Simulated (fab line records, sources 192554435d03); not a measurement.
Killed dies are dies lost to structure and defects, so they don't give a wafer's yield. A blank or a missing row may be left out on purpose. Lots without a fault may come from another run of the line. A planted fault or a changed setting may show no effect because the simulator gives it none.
fab line records | flow n5_finfet
record lots=7 wafers=39
route steps=1938 shown WELL_APT@31 FIN_SAQP@134 SD_EPI_P@321 GATE_CUT@477 MOL_CONTACT_COAG@542 BEOL_M1@753 BEOL_M2@844 BEOL_M3@1008 BEOL_M5@1181 BEOL_M8@1344 BEOL_M9@1417 BEOL_M12@1639 MIM_BOT_ETCH@1866 PASSIVATION@1936
start_h: hours from the record's first day to the start of the lot's first wafer shown | wait_h: hours since the lot's step before | " the same as in the row above | L1.1+2: a row that stands for several wafers | - no value, or no start given | * or withheld: withheld | < > ~ a bound
route shown NAME@n: a module of which the file shows steps, and the number in the route of the first | usual: mean/standard deviation of fault-free wafers | same: alike in all rows | chamber/n: place in a boat | sites: the reading at each site | _std_site: their standard deviation | _edge_site: outer sites' mean less inner sites' | radius_mm: how far each site lies from the wafer's centre | mask NAME#n: copy n | behind: the tool/chamber that last shaped the wafer | hold: why the lot was held/for how many hours/how that ended | device: the transistor (n, p or np) that didn't switch | end of line: the same wafers' tests at the end of the route | a step without rows: its recipe alone | killed: dies lost to structure and defects at the first sort, not the wafer's yield | map: a wafer's dies, x killed, . not, _ none there
set.NAME: the setting as run; set.NAME@STEP: as run at that earlier step | model.NAME: the simulator's own value behind a step, which no gauge read
lots whose settings were changed on purpose; a table a step, a row a wafer
## steps
# step N5_WELL_APT_DESCUM_13
# recipe chemistry=O2 time_s=7.9 source_power_w=50 bias_power_w=20 pressure_mtorr=20 rf_frequency_hz=2.712e+07 temp_c=40 o2_flow_sccm=225
# step N5_FIN_SAQP_ETCH_69
# recipe chemistry=N2/H2 target=SOC target_depth_a=1500 stop_on=SiNx ion_energy_ev=100 bias_w=61 pressure_mtorr=30 source_w=850 n2_flow_sccm=200 h2_flow_sccm=200
# step N5_SD_EPI_P_EPI_21
# recipe material=SiGe:B dopant=B temp_c=550 pressure_torr=20 ambient=H2 time_s=355
# step N5_GATE_CUT_HM_DEP_46
# recipe material=SiO2 target_thk_a=1300 temp_c=400 precursor=TEOS/O2 pressure_torr=6.5 rf_w=900 teos_flow_sccm=161.4 gas=O2 flow_sccm=2650 time_s=26.6
# step N5_MOL_CONTACT_COAG_PRECLEAN_111
# recipe chemistry=NF3:NH3 afs_cycles=1 temp_c=30 time_s=20 sublimation_temp_c=180 sublimation_time_s=60 pressure_torr=3 rf_power_w=30
# step N5_BEOL_M1_PECVD_72
# recipe material=SiO2 target_thk_a=160 temp_c=400 precursor=TEOS/O2 pressure_torr=5.5 rf_w=450 teos_flow_sccm=53.8 gas=O2 flow_sccm=3000 time_s=18
# step N5_BEOL_M2_HM_DEP_02
# recipe material=TiN target_thk_a=200 temp_c=25 chamber_pressure_pa=0.49996
# step N5_BEOL_M3_SPUTTER_94
# recipe material=Cu target_thk_a=45 temp_c=-20 chamber_pressure_pa=0.07 power_w=withheld time_s=8.29
# step N5_BEOL_M5_SPUTTER_88
# recipe material=Cu target_thk_a=150 temp_c=-20 chamber_pressure_pa=0.07 power_w=withheld time_s=27.62
# step N5_BEOL_M8_DEVELOP_10
# recipe develop_time_s=30 developer=TMAH resist=CAR-ArF rinse_liquid=diw dry=air_spin dev_temp_c=23
# step N5_BEOL_M9_DESCUM_16
# recipe chemistry=O2 time_s=7.9 source_power_w=50 bias_power_w=20 pressure_mtorr=20 rf_frequency_hz=2.712e+07 temp_c=40 resist=CAR-ArF o2_flow_sccm=225
# step N5_BEOL_M12_TRENCH_ETCH_34
# recipe chemistry=C4F8/O2/Ar target=SiOC target_depth_a=3189.5 mask_material=SOC pressure_mtorr=30 source_w=3000 bias_w=700 Ar_flow_sccm=400 C4F8_flow_sccm=15 O2_flow_sccm=8 he_inner_torr=15 he_outer_torr=30 time_s=125.5 ion_energy_ev=250
# step N5_MIM_BOT_ETCH_ETCH_04
# recipe chemistry=CF4/O2 target=SiNx target_depth_a=260 time_s=13 ion_energy_ev=100 pressure_mtorr=40 source_w=535 bias_w=49 Ar_flow_sccm=100 cf4_flow_sccm=100 O2_flow_sccm=10
# step N5_PASSIVATION_PROBE_49
# usual killed_at_M4_up=13/4.9
# columns lot.wafer tool chamber start_h wait_h set.time_s@WELL_APT_DESCUM_13 set.target_depth_a@FIN_SAQP_ETCH_69 set.epi_growth_time_s@SD_EPI_P_EPI_21 set.time_s@GATE_CUT_HM_DEP_46 set.time_s@MOL_CONTACT_COAG_PRECLEAN_111 set.time_s@BEOL_M1_PECVD_72 set.target_thk_a@BEOL_M2_HM_DEP_02 set.target_thk_a@BEOL_M3_SPUTTER_94 set.time_s@BEOL_M5_SPUTTER_88 set.develop_time_s@BEOL_M8_DEVELOP_10 set.time_s@BEOL_M9_DESCUM_16 set.target_depth_a@BEOL_M12_TRENCH_ETCH_34 set.time_s@MIM_BOT_ETCH_ETCH_04 killed_at_M4_up
L079.1 prober-02 - 314.27 0.0 7.9 785.2 493 22.42 20 10.7 200 45 41.75 30 7.9 3189.5 5.569 12
L079.2 prober-02 - 314.32 0.1 7.9 1500 355 26.6 20 10.7 268.8 54.78 27.62 12.04 7.9 3189.5 13 4
L079.3 prober-02 - 314.37 0.1 7.9 785.2 493 26.6 20 18 268.8 45 41.75 12.04 7.9 1523 5.569 80
L079.4 prober-02 - 314.42 0.2 7.9 1500 355 22.42 20 10.7 268.8 45 27.62 30 7.9 3189.5 5.569 19
L079.5 prober-02 - 314.47 0.2 7.9 1500 493 22.42 20 18 200 54.78 27.62 12.04 7.9 1523 13 181
L079.6 prober-02 - 314.52 0.3 7.9 785.2 355 26.6 20 18 200 54.78 41.75 30 7.9 1523 13 255
L084.1 prober-02 - 345.33 0.0 7.9 1033 355 26.6 20 18 200 66.59 27.62 30 7.9 1518 13 158
L084.2 prober-02 - 345.38 0.1 4.835 1500 355 26.6 31.63 18 200 45 27.62 30 5.607 3189.5 13 15
L084.3 prober-02 - 345.43 0.1 4.835 1033 355 26.6 31.63 23.32 200 45 27.62 30 5.607 1518 13 226
L084.4 prober-02 - 345.48 0.2 7.9 1500 506.4 26.6 20 23.32 200 66.59 27.62 30 5.607 3189.5 13 13
L084.5 prober-02 - 345.53 0.2 7.9 1033 506.4 26.6 31.63 23.32 200 66.59 27.62 30 7.9 3189.5 13 10
L084.6 prober-02 - 345.58 0.3 4.835 1500 506.4 26.6 20 18 200 45 27.62 30 7.9 1518 13 205
L091.1 prober-01 - 385.05 0.0 7.9 1500 355 34.6 20 18 200 25.83 36.33 30 7.9 3189.5 13 8
L091.2 prober-01 - 385.10 0.1 7.9 1500 355 34.6 20 18 280.4 25.83 27.62 30 11.03 3189.5 14.96 17
L091.3 prober-01 - 385.15 0.1 11.78 2270 355 26.6 20 18 200 45 27.62 30 7.9 3189.5 13 8
L091.4 prober-01 - 385.20 0.2 11.78 1500 263.6 26.6 20 18 280.4 45 27.62 30 7.9 3189.5 14.96 6
L091.5 prober-01 - 385.25 0.2 11.78 2270 263.6 34.6 20 18 280.4 45 36.33 30 11.03 3189.5 14.96 11
L091.6 prober-01 - 385.30 0.3 7.9 2270 263.6 26.6 20 18 200 25.83 36.33 30 11.03 3189.5 13 16
L090.1 prober-01 - 385.65 0.0 7.9 1500 442.7 40.97 20 18 231.5 45 37.04 15.6 9.234 3189.5 19.58 17
L090.2 prober-01 - 385.70 0.1 6.129 1500 442.7 26.6 10.34 7.883 200 45 37.04 15.6 7.9 3189.5 13 21
L090.3 prober-01 - 385.75 0.1 6.129 1131 355 40.97 10.34 7.883 200 45 27.62 30 9.234 2259 19.58 16
L090.4 prober-01 - 385.80 0.2 7.9 1131 442.7 26.6 20 18 200 65.22 27.62 30 7.9 3189.5 19.58 19
L090.5 prober-01 - 385.85 0.2 7.9 1131 355 26.6 10.34 18 231.5 65.22 37.04 30 7.9 2259 13 10
L090.6 prober-01 - 385.90 0.3 6.129 1500 355 40.97 20 7.883 231.5 65.22 27.62 15.6 9.234 2259 13 18
L093.1 prober-01 - 396.00 0.0 7.9 747.1 229.4 26.6 20 18 269.7 30.81 12.93 30 7.9 3189.5 9.225 24
L093.2 prober-01 - 396.05 0.1 12.16 747.1 355 18.99 20 28.46 269.7 30.81 27.62 30 7.9 3189.5 13 21
L093.3 prober-01 - 396.10 0.1 7.9 1500 355 18.99 20 18 269.7 45 27.62 30 7.9 3189.5 9.225 24
L093.4 prober-01 - 396.15 0.2 12.16 1500 229.4 18.99 20 28.46 200 45 12.93 30 7.9 3189.5 13 22
L093.5 prober-01 - 396.20 0.2 7.9 747.1 229.4 26.6 20 28.46 200 45 27.62 30 7.9 3189.5 13 14
L093.6 prober-01 - 396.25 0.3 12.16 1500 355 26.6 20 18 200 30.81 12.93 30 7.9 3189.5 9.225 16
L092.1 prober-02 - 399.90 0.0 7.9 1500 355 26.6 20 18 200 45 27.62 30 7.9 3189.5 13 11
L092.3 prober-02 - 400.00 0.1 7.9 1500 355 26.6 20 18 200 45 27.62 30 7.9 3189.5 13 23
L092.4 prober-02 - 400.05 0.2 7.9 1500 355 26.6 20 18 200 45 27.62 30 7.9 3189.5 13 16
L094.1 prober-01 - 400.96 0.0 7.9 2229 355 38.61 20 18 200 31.11 36.64 30 7.9 3189.5 13 10
L094.2 prober-01 - 401.01 0.1 10.68 1500 213.8 26.6 20 28.31 200 45 27.62 30 7.9 4157 13 9
L094.3 prober-01 - 401.06 0.1 7.9 1500 213.8 26.6 30.24 18 131 31.11 27.62 30 7.9 4157 13 5
L094.4 prober-01 - 401.11 0.2 10.68 2229 213.8 38.61 30.24 28.31 131 31.11 27.62 30 7.9 3189.5 13 10
L094.5 prober-01 - 401.16 0.2 10.68 1500 355 38.61 30.24 18 200 45 36.64 30 7.9 4157 13 3
L094.6 prober-01 - 401.21 0.3 7.9 2229 355 26.6 20 28.31 131 45 36.64 30 7.9 3189.5 13 8
# killed by level:class
L079.1 MIM_BOT_ETCH:area_etch=1053 BEOL_M0_SAQP:geometric_particle:short=13 BEOL_M1:geometric_particle:open=11 STI_FIN_REVEAL:geometric_particle:open=11 FIN_SAQP:geometric_particle:open=9 MOL_CONTACT_COAG:geometric_particle:open=8 BEOL_M0_SAQP:geometric_particle:open=8 GATE_CUT:geometric_particle:short=6
L079.2 BEOL_M2:area_open=31 FIN_SAQP:geometric_particle:open=13 MOL_CONTACT_COAG:geometric_particle:open=9 FIN_SAQP:geometric_particle:short=7 STI_FIN_REVEAL:geometric_particle:open=7 BEOL_M0_SAQP:geometric_particle:open=6 BEOL_M1:geometric_particle:open=5 DUMMY_GATE:geometric_particle:open=3
L079.3 MIM_BOT_ETCH:area_etch=986 BEOL_M12:area_ecd=70 BEOL_M2:area_open=33 STI_FIN_REVEAL:geometric_particle:open=11 MOL_CONTACT_COAG:geometric_particle:open=11 FIN_SAQP:geometric_particle:open=10 GATE_CUT:geometric_particle:short=7 BEOL_M2:geometric_particle:open=7
L079.4 MIM_BOT_ETCH:area_etch=1055 BEOL_M2:area_open=16 STI_FIN_REVEAL:geometric_particle:open=14 GATE_CUT:geometric_particle:short=10 MOL_CONTACT_COAG:geometric_particle:open=9 FIN_SAQP:geometric_particle:short=8 FIN_SAQP:geometric_particle:open=8 BEOL_M3:geometric_particle:open=6
L079.5 BEOL_M12:area_ecd=170 STI_FIN_REVEAL:geometric_particle:open=21 FIN_SAQP:geometric_particle:open=10 MOL_CONTACT_COAG:geometric_particle:open=8 FIN_SAQP:geometric_particle:short=6 BEOL_M2:geometric_particle:open=6 STARTING-WAFER:geometric_particle:short=6 SPACER0:geometric_particle:short=5
L079.6 BEOL_M12:area_ecd=241 BEOL_M0_SAQP:geometric_particle:short=13 MOL_CONTACT_COAG:geometric_particle:open=11 BEOL_M0_SAQP:geometric_particle:open=9 FIN_SAQP:geometric_particle:open=8 STI_FIN_REVEAL:geometric_particle:open=6 FIN_SAQP:geometric_particle:short=5 DUMMY_GATE:geometric_particle:open=5
L084.1 BEOL_M12:area_ecd=141 BEOL_M0_SAQP:geometric_particle:short=10 MOL_CONTACT_COAG:geometric_particle:open=8 BEOL_M0_SAQP:geometric_particle:open=8 BEOL_M4:geometric_particle:open=7 STI_FIN_REVEAL:geometric_particle:open=6 STARTING-WAFER:geometric_particle:open=4 STI_FIN_REVEAL:geometric_particle:short=3
L084.2 MOL_CONTACT_COAG:geometric_particle:open=9 BEOL_M1:geometric_particle:open=8 BEOL_M0_SAQP:geometric_particle:open=7 BEOL_M0_SAQP:geometric_particle:short=7 FIN_SAQP:geometric_particle:short=6 STI_FIN_REVEAL:geometric_particle:open=6 BEOL_M3:geometric_particle:open=6 GATE_CUT:geometric_particle:short=4
L084.3 BEOL_M12:area_ecd=205 MOL_CONTACT_COAG:geometric_particle:open=13 BEOL_M4:geometric_particle:open=12 BEOL_M0_SAQP:geometric_particle:open=7 FIN_SAQP:geometric_particle:short=6 BEOL_M0_SAQP:geometric_particle:short=6 GATE_CUT:geometric_particle:open=5 FIN_SAQP:geometric_particle:open=4
L084.4 MOL_CONTACT_COAG:geometric_particle:open=13 BEOL_M0_SAQP:geometric_particle:short=9 BEOL_M1:geometric_particle:open=8 BEOL_M4:geometric_particle:open=8 FIN_SAQP:geometric_particle:short=7 DUMMY_GATE:geometric_particle:open=6 FIN_SAQP:geometric_particle:open=5 GATE_CUT:geometric_particle:open=5
L084.5 BEOL_M0_SAQP:geometric_particle:open=13 BEOL_M3:geometric_particle:open=12 BEOL_M0_SAQP:geometric_particle:short=11 BEOL_M1:geometric_particle:open=9 STI_FIN_REVEAL:geometric_particle:open=6 MOL_CONTACT_COAG:geometric_particle:open=6 MOL_CONTACT_COAG:geometric_particle:short=6 STARTING-WAFER:geometric_particle:short=5
L084.6 BEOL_M12:area_ecd=188 BEOL_M0_SAQP:geometric_particle:short=11 BEOL_M0_SAQP:geometric_particle:open=11 MOL_CONTACT_COAG:geometric_particle:open=9 BEOL_M4:geometric_particle:open=8 STI_FIN_REVEAL:geometric_particle:open=7 BEOL_M3:geometric_particle:open=6 FIN_SAQP:geometric_particle:short=5
L091.1 STI_FIN_REVEAL:geometric_particle:open=26 MOL_CONTACT_COAG:geometric_particle:open=20 FIN_SAQP:geometric_particle:open=9 STI_FIN_REVEAL:geometric_particle:short=7 FIN_SAQP:geometric_particle:short=6 BEOL_M1:geometric_particle:open=6 BEOL_M0_SAQP:geometric_particle:open=6 DUMMY_GATE:geometric_particle:open=5
L091.2 BEOL_M2:area_open=87 STI_FIN_REVEAL:geometric_particle:open=20 BEOL_M0_SAQP:geometric_particle:short=15 FIN_SAQP:geometric_particle:short=13 MOL_CONTACT_COAG:geometric_particle:open=12 BEOL_M0_SAQP:geometric_particle:open=8 FIN_SAQP:geometric_particle:open=6 BEOL_M1:geometric_particle:open=5
L091.3 MOL_CONTACT_COAG:geometric_particle:open=16 BEOL_M0_SAQP:geometric_particle:short=15 BEOL_M0_SAQP:geometric_particle:open=11 FIN_SAQP:geometric_particle:open=8 FIN_SAQP:geometric_particle:short=8 BEOL_M2:geometric_particle:open=8 STI_FIN_REVEAL:geometric_particle:open=7 BEOL_M3:geometric_particle:open=7
L091.4 BEOL_M2:area_open=441 FIN_SAQP:geometric_particle:short=10 MOL_CONTACT_COAG:geometric_particle:open=10 FIN_SAQP:geometric_particle:open=7 DUMMY_GATE:geometric_particle:open=7 GATE_CUT:geometric_particle:short=5 BEOL_M0_SAQP:geometric_particle:short=5 BEOL_M0:geometric_particle:open=4
L091.5 BEOL_M2:area_open=115 BEOL_M0_SAQP:geometric_particle:open=18 FIN_SAQP:geometric_particle:open=8 BEOL_M0_SAQP:geometric_particle:short=8 BEOL_M1:geometric_particle:open=8 FIN_SAQP:geometric_particle:short=7 STI_FIN_REVEAL:geometric_particle:open=7 MOL_CONTACT_COAG:geometric_particle:open=5
L091.6 MOL_CONTACT_COAG:geometric_particle:open=14 BEOL_M3:geometric_particle:open=11 BEOL_M1:geometric_particle:open=9 BEOL_M2:geometric_particle:open=9 BEOL_M0_SAQP:geometric_particle:short=8 BEOL_M4:geometric_particle:open=8 MOL_CONTACT_COAG:geometric_particle:short=6 BEOL_M0_SAQP:geometric_particle:open=6
L090.1 BEOL_M4:geometric_particle:open=11 GATE_CUT:geometric_particle:short=8 BEOL_M2:geometric_particle:open=7 BEOL_M0_SAQP:geometric_particle:open=7 BEOL_M0_SAQP:geometric_particle:short=6 GATE_CUT:geometric_particle:open=5 MOL_CONTACT_COAG:geometric_particle:open=5 BEOL_M3:geometric_particle:open=4
L090.2 GATE_CUT:geometric_particle:short=7 BEOL_M4:geometric_particle:open=7 BEOL_M0_SAQP:geometric_particle:short=6 BEOL_M1:geometric_particle:open=6 BEOL_M5:geometric_particle:open=6 STARTING-WAFER:geometric_particle:short=6 STI_FIN_REVEAL:geometric_particle:open=5 FIN_SAQP:geometric_particle:open=4
L090.3 STI_FIN_REVEAL:geometric_particle:open=8 MOL_CONTACT_COAG:geometric_particle:open=5 BEOL_M12:area_ecd=5 FIN_SAQP:geometric_particle:short=4 GATE_CUT:geometric_particle:short=4 GATE_CUT:geometric_particle:open=4 BEOL_M4:geometric_particle:open=4 FIN_SAQP:geometric_particle:open=3
L090.4 MOL_CONTACT_COAG:geometric_particle:open=12 BEOL_M4:geometric_particle:open=9 BEOL_M0_SAQP:geometric_particle:short=7 DUMMY_GATE:geometric_particle:open=6 STARTING-WAFER:geometric_particle:short=6 STI_FIN_REVEAL:geometric_particle:open=4 BEOL_M3:geometric_particle:open=3 BEOL_M3:geometric_particle:short=3
L090.5 BEOL_M0_SAQP:geometric_particle:short=9 BEOL_M0_SAQP:geometric_particle:open=8 MOL_CONTACT_COAG:geometric_particle:open=7 GATE_CUT:geometric_particle:short=6 STI_FIN_REVEAL:geometric_particle:open=5 BEOL_M1:geometric_particle:open=5 FIN_SAQP:geometric_particle:short=4 GATE_CUT:geometric_particle:open=4
L090.6 MOL_CONTACT_COAG:geometric_particle:open=17 BEOL_M4:geometric_particle:open=11 BEOL_M2:geometric_particle:open=7 GATE_CUT:geometric_particle:short=5 BEOL_M1:geometric_particle:open=3 FIN_SAQP:geometric_particle:short=2 BEOL_M2:geometric_particle:short=2 BEOL_M3:geometric_particle:open=2
L093.1 BEOL_M2:area_open=30 BEOL_M4:geometric_particle:open=13 MIM_BOT_ETCH:area_etch=12 BEOL_M2:geometric_particle:open=10 FIN_SAQP:geometric_particle:open=9 BEOL_M0_SAQP:geometric_particle:open=8 BEOL_M0:geometric_particle:open=8 BEOL_M3:geometric_particle:open=8
L093.2 BEOL_M2:area_open=85 BEOL_M4:geometric_particle:open=15 STI_FIN_REVEAL:geometric_particle:open=14 FIN_SAQP:geometric_particle:short=8 FIN_SAQP:geometric_particle:open=8 BEOL_M0_SAQP:geometric_particle:short=8 MOL_CONTACT_COAG:geometric_particle:open=6 BEOL_M3:geometric_particle:open=6
L093.3 BEOL_M2:area_open=32 FIN_SAQP:geometric_particle:open=16 MOL_CONTACT_COAG:geometric_particle:open=15 BEOL_M4:geometric_particle:open=11 FIN_SAQP:geometric_particle:short=9 BEOL_M0_SAQP:geometric_particle:short=6 BEOL_M2:geometric_particle:open=5 BEOL_M1:geometric_particle:open=5
L093.4 STI_FIN_REVEAL:geometric_particle:open=15 FIN_SAQP:geometric_particle:short=10 BEOL_M0_SAQP:geometric_particle:short=9 BEOL_M5:interface_void_opened=9 BEOL_M4:geometric_particle:open=7 FIN_SAQP:geometric_particle:open=6 BEOL_M0_SAQP:geometric_particle:open=6 BEOL_M1:geometric_particle:open=5
L093.5 MOL_CONTACT_COAG:geometric_particle:open=12 FIN_SAQP:geometric_particle:open=8 BEOL_M2:geometric_particle:open=8 BEOL_M3:geometric_particle:open=8 FIN_SAQP:geometric_particle:short=6 BEOL_M1:geometric_particle:open=6 MIM_TOP_ETCH:geometric_particle:short=6 STI_FIN_REVEAL:geometric_particle:open=5
L093.6 MIM_BOT_ETCH:area_etch=31 FIN_SAQP:geometric_particle:open=10 BEOL_M0_SAQP:geometric_particle:open=10 GATE_CUT:geometric_particle:open=7 FIN_SAQP:geometric_particle:short=6 MOL_CONTACT_COAG:geometric_particle:open=6 BEOL_M5:interface_void_opened=6 BEOL_M0_SAQP:geometric_particle:short=4
L092.1 STI_FIN_REVEAL:geometric_particle:open=11 FIN_SAQP:geometric_particle:open=8 MOL_CONTACT_COAG:geometric_particle:open=7 BEOL_M1:geometric_particle:open=4 GATE_CUT:geometric_particle:short=4 BEOL_M2:geometric_particle:open=4 BEOL_M3:geometric_particle:open=4 STARTING-WAFER:geometric_particle:short=4
L092.3 BEOL_M3:geometric_particle:open=24 MOL_CONTACT_COAG:geometric_particle:open=12 BEOL_M4:geometric_particle:open=11 STI_FIN_REVEAL:geometric_particle:open=8 BEOL_M4:geometric_particle:short=5 STARTING-WAFER:geometric_particle:open=5 MOL_CONTACT_COAG:geometric_particle:short=4 BEOL_M0_SAQP:geometric_particle:open=4
L092.4 BEOL_M3:geometric_particle:open=15 MOL_CONTACT_COAG:geometric_particle:open=13 FIN_SAQP:geometric_particle:open=7 BEOL_M1:geometric_particle:open=7 STI_FIN_REVEAL:geometric_particle:open=6 BEOL_M4:geometric_particle:open=6 MOL_CONTACT_COAG:geometric_particle:short=5 BEOL_M0_SAQP:geometric_particle:open=5
L094.1 BEOL_M0_SAQP:geometric_particle:short=11 FIN_SAQP:geometric_particle:open=9 BEOL_M0_SAQP:geometric_particle:open=9 MOL_CONTACT_COAG:geometric_particle:open=7 BEOL_M1:geometric_particle:open=6 STI_FIN_REVEAL:geometric_particle:open=5 FIN_SAQP:geometric_particle:short=4 STARTING-WAFER:geometric_particle:short=4
L094.2 FIN_SAQP:geometric_particle:open=9 MOL_CONTACT_COAG:geometric_particle:open=8 FIN_SAQP:geometric_particle:short=5 BEOL_M3:geometric_particle:open=5 BEOL_M4:geometric_particle:open=5 STI_FIN_REVEAL:geometric_particle:open=4 BEOL_M2:geometric_particle:open=4 DUMMY_GATE:geometric_particle:short=3
L094.3 MOL_CONTACT_COAG:geometric_particle:open=12 BEOL_M0_SAQP:geometric_particle:open=7 FIN_SAQP:geometric_particle:short=5 BEOL_M3:geometric_particle:open=5 BEOL_M0_SAQP:geometric_particle:short=4 BEOL_M2:geometric_particle:short=4 FIN_SAQP:geometric_particle:open=3 FIN_CUT:geometric_particle:short=3
L094.4 BEOL_M4:geometric_particle:open=8 MOL_CONTACT_COAG:geometric_particle:open=7 BEOL_M2:geometric_particle:open=7 STI_FIN_REVEAL:geometric_particle:open=4 BEOL_M0_SAQP:geometric_particle:short=4 FIN_SAQP:geometric_particle:short=3 BEOL_M0_SAQP:geometric_particle:open=3 BEOL_M2:geometric_particle:short=3
L094.5 BEOL_M2:geometric_particle:open=14 BEOL_M0_SAQP:geometric_particle:open=8 FIN_SAQP:geometric_particle:open=7 MOL_CONTACT_COAG:geometric_particle:open=5 BEOL_M3:geometric_particle:open=4 FIN_SAQP:geometric_particle:short=3 STI_FIN_REVEAL:geometric_particle:open=3 GATE_CUT:geometric_particle:open=3
L094.6 MOL_CONTACT_COAG:geometric_particle:open=12 FIN_SAQP:geometric_particle:short=8 BEOL_M0_SAQP:geometric_particle:open=8 BEOL_M0_SAQP:geometric_particle:short=6 FIN_SAQP:geometric_particle:open=5 BEOL_M2:geometric_particle:open=4 BEOL_M4:geometric_particle:open=4 STI_FIN_REVEAL:geometric_particle:open=3
## key
split step=N5_WELL_APT_DESCUM_13 setting=time_s stated_as=7.9
response none clear
split step=N5_FIN_SAQP_ETCH_69 setting=target_depth_a stated_as=1500
response none clear
split step=N5_SD_EPI_P_EPI_21 setting=epi_growth_time_s stated_as=355
response none clear
split step=N5_GATE_CUT_HM_DEP_46 setting=time_s stated_as=26.6
response none clear
split step=N5_MOL_CONTACT_COAG_PRECLEAN_111 setting=time_s stated_as=20
response none clear
split step=N5_BEOL_M1_PECVD_72 setting=time_s stated_as=18
response none clear
split step=N5_BEOL_M2_HM_DEP_02 setting=target_thk_a stated_as=200
response none clear
split step=N5_BEOL_M3_SPUTTER_94 setting=target_thk_a stated_as=45
response none clear
split step=N5_BEOL_M5_SPUTTER_88 setting=time_s stated_as=27.62
response none clear
split step=N5_BEOL_M8_DEVELOP_10 setting=develop_time_s stated_as=30
response none clear
split step=N5_BEOL_M9_DESCUM_16 setting=time_s stated_as=7.9
response none clear
split step=N5_BEOL_M12_TRENCH_ETCH_34 setting=target_depth_a stated_as=3189.5
response step=N5_PASSIVATION_PROBE_49 reading=killed_at_M4_up slope=-2.73 per=1% together_with=all explained=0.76
split step=N5_MIM_BOT_ETCH_ETCH_04 setting=time_s stated_as=13
response none clear
